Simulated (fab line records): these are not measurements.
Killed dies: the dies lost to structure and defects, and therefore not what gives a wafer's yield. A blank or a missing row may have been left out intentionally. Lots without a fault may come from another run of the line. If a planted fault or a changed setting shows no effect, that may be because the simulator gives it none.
The tool behind it: which one? | flow n5_finfet | at 1 step of a route of 1938, 24 lots with 72 wafers sampled

== WHAT THE GAUGES SHOWED, per wafer ==
N5_BEOL_M8_OCD_MEAS_38.
lot  | measured     | on     | trench_depth_nm (nm)
L076 | day 9 22:19  | ocd-02 | 96.7 91.2 92.9
L074 | day 9 22:22  | ocd-02 | 93.1 94.4 95.0
L075 | day 10 04:35 | ocd-02 | 95.3 93.9 94.7
L077 | day 11 00:14 | ocd-02 | 95.8 92.2 95.1
L078 | day 11 02:50 | ocd-01 | 96.1 95.5 96.1
L079 | day 11 04:23 | ocd-01 | 95.4 94.1 95.2
L080 | day 11 11:29 | ocd-02 | 95.2 95.6 96.2
L081 | day 11 11:42 | ocd-02 | 95.6 96.2 97.2
L082 | day 11 12:23 | ocd-02 | 95.4 89.8 96.1
L083 | day 11 21:58 | ocd-02 | 94.0 93.5 93.1
L085 | day 12 00:49 | ocd-01 | 96.1 95.6 95.6
L084 | day 12 04:41 | ocd-01 | 97.0 94.5 93.3
L087 | day 13 03:43 | ocd-01 | 93.7 93.9 95.4
L089 | day 13 16:05 | ocd-01 | 95.9 92.3 92.4
L088 | day 13 19:01 | ocd-02 | 96.9 96.8 94.9
L086 | day 13 19:05 | ocd-01 | 90.1 93.2 93.6
L090 | day 14 03:26 | ocd-02 | 94.2 96.0 96.0
L091 | day 15 04:29 | ocd-01 | 91.0 94.7 95.2
L093 | day 15 07:10 | ocd-01 | 97.6 94.4 96.4
L094 | day 15 11:42 | ocd-02 | 95.9 91.3 96.7
L092 | day 15 11:53 | ocd-01 | 96.5 93.4 96.1
L096 | day 16 09:05 | ocd-02 | 95.0 93.4 93.8
L095 | day 16 09:17 | ocd-02 | 89.8 95.3 94.8
L097 | day 16 13:53 | ocd-01 | 93.0 95.7 92.7

== EACH LOT AND THE TOOL THAT RAN IT (in order: tool; ch and the chambers of the sampled wafers; start) ==
The record shows no process step preceding these readings.

== AS READ BY THE TOOLS THEMSELVES (means over the sampled wafers that have a number; for cases with no such wafer, the mark the record gives instead) ==
The record holds no such reading with a usual standard deviation.

== THE ANSWER, worked out from the rows above alone ==
Rule: what is usual is taken from the lots themselves. Put in order of their means at a reading, lots are off if they are a third of the lots or fewer, leave a main group of 4 or more, and stand apart from it by a gap of 3 or more times the standard deviation of the main group's means; of several such gaps the widest counts. A main group whose means are all the same, to the digits that the tables above print for the reading, isn't used. A lot without any number at a reading at which 4 lots or more have one is off too. The other lots that the step has rows for count as sound. After the gauges, taken in route order, come the tools' own readings; for these a lot's mean is taken, as printed above. The first step at which some lot is off is used, and at that step the reading that is off furthest; a lot without a number counts as furthest.
No lot is off on any of the readings shown, so nothing can be concluded from this.

== WHAT THE SIMULATOR HAD PUT IN ==
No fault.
